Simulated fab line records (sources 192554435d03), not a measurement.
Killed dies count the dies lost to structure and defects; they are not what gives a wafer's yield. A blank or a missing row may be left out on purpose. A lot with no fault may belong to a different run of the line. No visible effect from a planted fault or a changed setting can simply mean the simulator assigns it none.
Chamber matching | flow n5_finfet | N5_BEOL_M0_CUTY_DESCUM_61 on rie_diel-01: 4 sister chambers
The step chemistry O2, time 7.9 s. 4 wafers are shown with their chamber, then 8 later ones without.

== WAFERS, EACH WITH ITS CHAMBER ==
wafer  | chamber | drypump_motor_current_A (A)
L083.1 | 0       | 5.7
L091.3 | 2       | 5.9
L091.6 | 1       | 5.7
L093.2 | 3       | 5.3

== WAFERS MISSING THEIR CHAMBER ==
wafer  | drypump_motor_current_A (A)
L093.3 | 5.9
L093.5 | 5.8
L096.2 | 5.8
L096.3 | 5.3
L096.5 | 5.8
L097.1 | 5.3
L097.2 | 5.9
L097.3 | 5.7

== WHICH CHAMBER EACH ONE RAN IN ==
wafer  | from the rows above          | in truth
L093.3 | 2                            | 2
L093.5 | can't be placed: 0 or 1 or 2 | 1
L096.2 | can't be placed: 0 or 1 or 2 | 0
L096.3 | 3                            | 3
L096.5 | can't be placed: 0 or 1 or 2 | 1
L097.1 | 3                            | 3
L097.2 | 2                            | 2
L097.3 | can't be placed: 0 or 1      | 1
Placed correctly: 4 of 8. Unplaceable from these rows: 4, with the true chamber sitting among the candidates in 4. Wrongly placed: 0.
How it was worked out, from the rows above alone: a wafer's distance from a chamber is the root of the sum, over the readings, of the square of ((its reading less the chamber's mean) divided by the reading's scatter). If the next closest chamber is less than 2 further off than the closest, the wafer can't be placed; otherwise it belongs to the closest. For every chamber, the mean is computed from those of its wafers that are shown. The scatter: with one shown wafer a chamber, the root of the mean of the squares of how far each hidden wafer lies from its nearest shown one.
